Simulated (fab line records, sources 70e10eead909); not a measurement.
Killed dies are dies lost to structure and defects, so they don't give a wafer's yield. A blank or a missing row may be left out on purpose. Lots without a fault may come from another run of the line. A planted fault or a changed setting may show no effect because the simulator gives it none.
A struck lot beside a sound one | flow nand_harc | 15 steps out of a route of 1159
Sound: wafers L445.3, L445.4, L445.5. Struck: wafers L452.3, L452.4, L452.6. The cause comes at the end.
At each step with rows: each side's tool, then ch and its chambers, then its first start. Under that, the readings that differ: sound wafers | struck wafers | difference of the means | sigmas: that difference in standard deviations of wafers without a fault.
alike: readings whose means differ by less than 2 such deviations, and words and numbers that are the same on both sides. not compared: withheld readings, readings that some wafer has no value for, bounds like >300 that may hide the same value, and numbers for which the record gives no deviation and whose values overlap.
The two part at a step that has a row with sigmas, a row that says differs or no value, or rows on one side only. Numbers that don't overlap but have no deviation are shown without sigmas and don't part them. A reading that every wafer of one side lacks parts them only if that side has two wafers or more.

first, 4 steps without rows for these wafers: NHARC_A_BLC_EBR_06; NHARC_A_BLC_EXPOSE_07 (exposes mask A BLC, target cd 100 nm); NHARC_A_BLC_PEB_08 (peb time 65 s); NHARC_A_BLC_DEVELOP_09 (develop time 35 s).
NHARC_A_BLC_CD_MEAS_10: target cd 100 nm.
  sound on cd_sem-03 ch 0, day 17 13:44; struck on cd_sem-03 ch 0, day 19 14:40
  alike: cd_nm
NHARC_A_BLC_OVL_MEAS_11:
  sound on overlay-01, day 17 13:49; struck on overlay-01, day 19 14:44
  reading           | sound        | struck      | difference | sigmas
  overlay_y_nm (nm) | -0.1 0.2 0.0 | 2.8 2.0 2.4 | +2.4       | +3
  alike: overlay_x_nm
NHARC_A_BLC_INSPECT_12:
  sound on defect_inspect-02, day 17 13:51; struck on defect_inspect-02, day 19 14:47
  alike: raw_defect_count
NHARC_A_BLC_DESCUM_15: chemistry O2, time 3 s.
  sound on rie_diel-07 ch 0,1,2, day 17 13:59; struck on rie_diel-11 ch 0,2,3, day 19 14:50
  alike: drypump_motor_current_A, oes_product_au, rf_vpp_V, showerhead_plenum_p_Torr, throttle_valve_pct
  not compared: rf_hours_counter_h
NHARC_A_BLC_ETCH_16: etches the open film in CF4, target depth 39 nm, time 65 s.
  sound on rie_diel-07 ch 0,1,3, day 17 14:04; struck on rie_diel-11 ch 0,2, day 19 14:55
  alike: drypump_motor_current_A, oes_product_au, rf_vpp_V, showerhead_plenum_p_Torr, throttle_valve_pct
  not compared: rf_hours_counter_h
NHARC_A_BLC_ETCH_17: etches the open film in N2/H2, target depth 390 nm, time 609.38 s.
  sound on rie_diel-07 ch 0,1,2; struck on rie_diel-11 ch 0,1,2
  alike: drypump_motor_current_A, oes_product_au, rf_vpp_V, showerhead_plenum_p_Torr, throttle_valve_pct
  not compared: rf_hours_counter_h
NHARC_A_BLC_ETCH_18: etches the open film in C4F8/O2/Ar, target depth 910 nm.
  sound on rie_diel-07 ch 1,3; struck on rie_diel-11 ch 0,2,3
  alike: oes_product_au, rf_vpp_V
  not compared: rf_hours_counter_h
NHARC_A_BLC_CD_MEAS_19:
  sound on cd_sem-03, day 17 14:57; struck on cd_sem-03, day 19 15:48
  alike: cd_nm
NHARC_A_BLC_STRIP_29: strips in CF4.
  sound on rie_diel-07 ch 0,2,3, day 17 15:01; struck on rie_diel-07 ch 1,2, day 19 15:53
  no value came back on the struck wafers for any of 7 readings (bias_w (W), cf4_flow_sccm (sccm) and others); on the sound wafers bias_w (W) reads 0 0 0
  not compared: rf_hours_counter_h
NHARC_A_BLC_STRIP_21: strips in O2.
  sound on rie_diel-07 ch 0,2,3, day 17 15:08; struck on rie_diel-07 ch 2,3, day 19 16:03
  alike: chamber_pressure_mTorr, drypump_motor_current_A, oes_product_au, rf_vpp_V, showerhead_plenum_p_Torr, throttle_valve_pct
  not compared: rf_hours_counter_h
then, 1 step without rows for these wafers: NHARC_END_SORT_01.

WHERE THEY PART
First at NHARC_A_BLC_OVL_MEAS_11; last, within this record, at NHARC_A_BLC_STRIP_29. Later steps at which nothing parts them and some readings are alike: NHARC_A_BLC_STRIP_21.

WHY: what the simulator had put in
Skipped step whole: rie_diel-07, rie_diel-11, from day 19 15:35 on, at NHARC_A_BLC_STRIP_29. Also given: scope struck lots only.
